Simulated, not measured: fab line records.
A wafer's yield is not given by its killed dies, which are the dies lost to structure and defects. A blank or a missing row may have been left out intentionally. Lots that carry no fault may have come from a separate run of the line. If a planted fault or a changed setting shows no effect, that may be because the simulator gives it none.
Comparing a struck lot with a sound one + flow nand-harc + 42 steps out of a route of 1302
Sound: wafers L627.1, L627.2, L627.5. Struck: wafer L636.2 (L636.1, L636.3, from the same lot, were not struck and are left out); the cause is given at the end.
At each step with rows: each side's tool, then ch and its chambers, then its first start. Under that, the readings that differ: sound wafers + struck wafers + difference of the means + sigmas: that difference in standard deviations of wafers without a fault.
alike: words and numbers the same on both sides, and readings whose means are apart by under 2 such deviations; not compared: readings that were withheld, readings missing a value for some wafer, numbers with overlapping values and no deviation given by the record, and bounds like >300 which may hide the same value.
A row with sigmas, a row that says differs or no value, or rows on one side alone: a step with any of these is where the two part. Numbers that don't overlap but have no deviation are shown without sigmas and don't part them. Lack of a reading on every wafer of one side parts them only where that side has two or more wafers.

first, 3 steps without rows for these wafers: NHARC_A_CONTACT_ETCH_129 (etches the open film in C4F8/O2/Ar, time 197 s, target depth 1918 nm); NHARC_A_CONTACT_ETCH_130 (etches the open film in C4F8/O2/Ar, time 197 s, target depth 1918 nm); NHARC_A_CONTACT_ETCH_131 (etches the open film in C4F8/O2/Ar, time 197 s, target depth 1918 nm).
NHARC_A_CONTACT_ETCH_132: etches the open film in C4F8/O2/Ar, time 197 s, target depth 1924 nm.
  sound on har-cap-etch-01 ch 0,1, day 23 03:34; struck on har-cap-etch-01 ch 1, day 27 06:50
  alike: oes-air-line-au
  not compared: rf-hours-counter-h
NHARC_A_CONTACT_ETCH_133: etches the open film in C4F8/O2/Ar, time 374 s, target depth 1610 nm.
  sound on har-cap-etch-01 ch 0,1, day 23 03:48; struck on har-cap-etch-01 ch 1, day 27 07:01
  alike: oes-air-line-au
  not compared: rf-hours-counter-h
NHARC_A_CONTACT_ETCH_91: etches the open film in CH3F/O2, target depth 40 nm, time 85.7 s.
  sound on rie-diel-10 ch 0,2,3, day 23 04:44; struck on rie-diel-10 ch 0, day 27 07:49
  alike: drypump-motor-current-A, o2-flow-sccm, oes-product-au, rf-vpp-V, showerhead-plenum-p-Torr, throttle-valve-pct
  not compared: rf-hours-counter-h
then, 1 step without rows for these wafers: NHARC_A_CONTACT_ETCH_97 (etches the open film in C4F6/O2, target depth 20 nm, time 10 s).
NHARC_A_CONTACT_CD_MEAS_80:
  sound on cd-sem-03 at day 23 04:57; struck on cd-sem-02 at day 27 08:01
  alike: cd-nm
then, 4 steps without rows for these wafers: NHARC_A_CONTACT_STRIP_103 (strips in N2/H2); NHARC_A_CONTACT_STRIP_104 (strips in CF4/CHF3); NHARC_A_CONTACT_STRIP_105 (strips in O2/COS); NHARC_A_CONTACT_ETCH_106 (etches the open film in CF4/O2, target depth 90 nm, overetch 9 nm, time 49.5 s).
NHARC_A_CONTACT_STRIP_82: strips in O2.
  sound on rie-diel-10 ch 0,3, day 23 05:20; struck on rie-diel-13 ch 3, day 27 08:25
  alike: drypump-motor-current-A, o2-flow-sccm, oes-product-au, rf-vpp-V, showerhead-plenum-p-Torr, throttle-valve-pct
  not compared: rf-hours-counter-h
then, 13 steps without rows for these wafers: NHARC_A_CONTACT_STRIP_83 (strips in post etch residue remover, time 600 s); NHARC_A_CONTACT_DEP_84 (deposits aC, target thk 2800 nm); NHARC_A_CONTACT_DEP_85 (deposits SiON, target thk 60 nm); NHARC_A_CONTACT_DEHYDRATE_00 (time 120 s); NHARC_A_CONTACT_HMDS_01 (time 30 s); NHARC_A_CONTACT_COAT_86 (time 75 s); NHARC_A_CONTACT_COAT_87 (time 65 s); NHARC_A_CONTACT_COAT_02 (resist thk 90 nm); NHARC_A_CONTACT_SOFTBAKE_03 (time 55 s); NHARC_A_CONTACT_EBR_04; NHARC_A_CONTACT_EXPOSE_05 (exposes mask A CC); NHARC_A_CONTACT_PEB_06 (peb time 65 s); NHARC_A_CONTACT_DEVELOP_07 (develop time 35 s).
NHARC_A_CONTACT_CD_MEAS_08: target cd 200 nm.
  sound on cd-sem-02 ch 0, day 23 09:14; struck on cd-sem-01 ch 0, day 27 11:39
  alike: cd-nm
NHARC_A_CONTACT_OVL_MEAS_09:
  sound on overlay-02 at day 23 09:19; struck on overlay-02 at day 27 11:44
| reading           | sound         | struck | difference | sigmas |
|-------------------|---------------|--------|------------|--------|
| overlay-x-nm (nm) | -0.1 0.2 0.3  | -2.2   | -2.3       | -3     |
| overlay-y-nm (nm) | 0.0 -0.3 -1.3 | 1.2    | +1.7       | +2     |
then, 9 steps without rows for these wafers: NHARC_A_CONTACT_DESCUM_13 (chemistry O2, time 3 s); NHARC_A_CONTACT_ETCH_88 (etches the open film in CF4, target depth 39 nm, time 65 s); NHARC_A_CONTACT_ETCH_89 (etches the open film in N2/H2, target depth 260 nm, time 475.3 s); NHARC_A_CONTACT_ETCH_30 (etches the open film in CF4/CHF3, target depth 72.6 nm, time 36.3 s); NHARC_A_CONTACT_ETCH_31 (etches the open film in O2/COS, target depth 2800 nm, time 728 s); NHARC_A_CONTACT_ETCH_134 (etches the open film in C4F8/O2/Ar, time 140 s, target depth 700 nm); NHARC_A_CONTACT_ETCH_135 (etches the open film in C4F8/O2/Ar, time 311 s, target depth 1912 nm); NHARC_A_CONTACT_ETCH_136 (etches the open film in C4F8/O2/Ar, time 311 s, target depth 1912 nm); NHARC_A_CONTACT_ETCH_137 (etches the open film in C4F8/O2/Ar, time 311 s, target depth 1912 nm).
NHARC_A_CONTACT_ETCH_138: etches the open film in C4F8/O2/Ar, time 311 s, target depth 1914 nm.
  sound on har-cap-etch-02 ch 0,1, day 23 11:33; struck on har-cap-etch-03 ch 0, day 27 13:58
  alike: oes-air-line-au
  not compared: rf-hours-counter-h
NHARC_A_CONTACT_ETCH_139: etches the open film in C4F8/O2/Ar, time 195 s, target depth 840 nm.
  sound on har-cap-etch-02 ch 0,1, day 23 11:49; struck on har-cap-etch-03 ch 0, day 27 14:15
  alike: oes-air-line-au
  not compared: rf-hours-counter-h
then, 2 steps without rows for these wafers: NHARC_A_CONTACT_ETCH_92 (etches the open film in CH3F/O2, target depth 40 nm, time 85.7 s); NHARC_A_CONTACT_ETCH_98 (etches the open film in C4F6/O2, target depth 20 nm, time 10 s).
-- break in the record here, with 2 days between the starts of the struck wafers on either side (left off in module A_CONTACT, picked up again in module END, where the first step shown is number 1302 on the route) --
NHARC_END_SORT_01:
  at this point the record logs the struck wafers (prober-02 ch 0, day 29 14:20) and has no rows for the sound ones

== WHERE THEY PART ==
Earliest at NHARC_A_CONTACT_OVL_MEAS_09; latest, in this record, at NHARC_END_SORT_01.

WHY: what the simulator had put in
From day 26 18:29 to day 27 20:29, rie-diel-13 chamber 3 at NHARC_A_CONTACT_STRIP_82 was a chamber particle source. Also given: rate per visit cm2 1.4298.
